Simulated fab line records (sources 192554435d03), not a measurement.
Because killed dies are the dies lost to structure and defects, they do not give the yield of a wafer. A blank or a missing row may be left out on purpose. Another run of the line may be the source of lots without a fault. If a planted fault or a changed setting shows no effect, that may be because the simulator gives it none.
3 desks, one fault -- flow n5Finfet -- every desk sees just its own numbers, and what lay behind them comes last

## THE DEFECT DESK
Per lot, the means of the sampled wafers with a number show what the inspections along the route counted. If a lot's mean is further than 4 standard deviations from the usual mean, the lot is out of limits and carries the mark OUT (the distance appears in the brackets).
Columns: A = rawDefectCount at N5_BEOL_M5_INSPECT_30, usual 403
lot,first seen here,A
L622,day 9 19:01,451
L623,day 9 23:52,603
L625,day 10 13:10,384
L629,day 11 21:53,747
L640,day 14 14:27,382
Result from this desk: across the 5 lots, nothing is out of limits.

## TOOL OWNER'S DESK, rieDiel-03
The tool's own readings at N5_BEOL_M5_ETCH_41 (etches SiCN in CH3F/O2, target depth 31.5 nm, time 56.7 s): means of the sampled wafers that have a number, for each lot that ran on this tool. If a lot's mean is further than 4 standard deviations from the usual mean, the lot is out of limits and carries the mark OUT (the distance appears in the brackets).
Columns: A = drypumpMotorCurrentA at N5_BEOL_M5_ETCH_41, usual 5.7 A; B = oesProductAu at N5_BEOL_M5_ETCH_41, usual 0.78 a.u.; C = rfVppV at N5_BEOL_M5_ETCH_41, usual 297.9 V; D = showerheadPlenumPTorr at N5_BEOL_M5_ETCH_41, usual 2.03 Torr; E = throttleValvePct at N5_BEOL_M5_ETCH_41, usual 16.34 %
lot,first seen here,A,B,C,D,E
L623,day 10 00:12,5.5,0.74,298.3,2.02,16.39
L625,day 10 13:30,5.7,0.88,296.7,1.96,16.17
L629,day 11 22:13,5.5,0.81,297.3,2.01,16.31
L640,day 14 14:47,5.5,0.78,298.1,2.00,16.35
Result from this desk: across the 4 lots, nothing is out of limits.

## THE METROLOGY DESK
What the gauges read for every lot (on any tool): the sampled wafers with a number, averaged. If a lot's mean is further than 4 standard deviations from the usual mean, the lot is out of limits and carries the mark OUT (the distance appears in the brackets).
Columns: A = V4_OVL at N5_BEOL_M5_OVL_MEAS_29, usual -0.1 nm; B = trenchDepthNm at N5_BEOL_M5_OCD_MEAS_38, usual 71.4 nm; C = cdNm at N5_BEOL_M5_CD_MEAS_35, usual 28.1 nm; D = M5_THK at N5_BEOL_M5_THK_MEAS_53, usual 59.8 nm
lot,first seen here,A,B,C,D
L622,day 9 18:58,0.1,71.1,28.0,58.6
L623,day 9 23:49,-0.2,70.6,28.0,59.7
L625,day 10 13:07,0.3,72.2,28.2,62.0
L629,day 11 21:50,0.4,71.1,27.9,58.5
L640,day 14 14:24,-0.6,70.4,27.9,58.4
Result from this desk: across the 5 lots, nothing is out of limits.

## PUT TOGETHER
Nothing out of limits was seen by the defect desk.
Nothing out of limits was seen by the tool owner's desk.
At the metrology desk, nothing out of limits was observed.

## WHAT THE SIMULATOR PUT IN
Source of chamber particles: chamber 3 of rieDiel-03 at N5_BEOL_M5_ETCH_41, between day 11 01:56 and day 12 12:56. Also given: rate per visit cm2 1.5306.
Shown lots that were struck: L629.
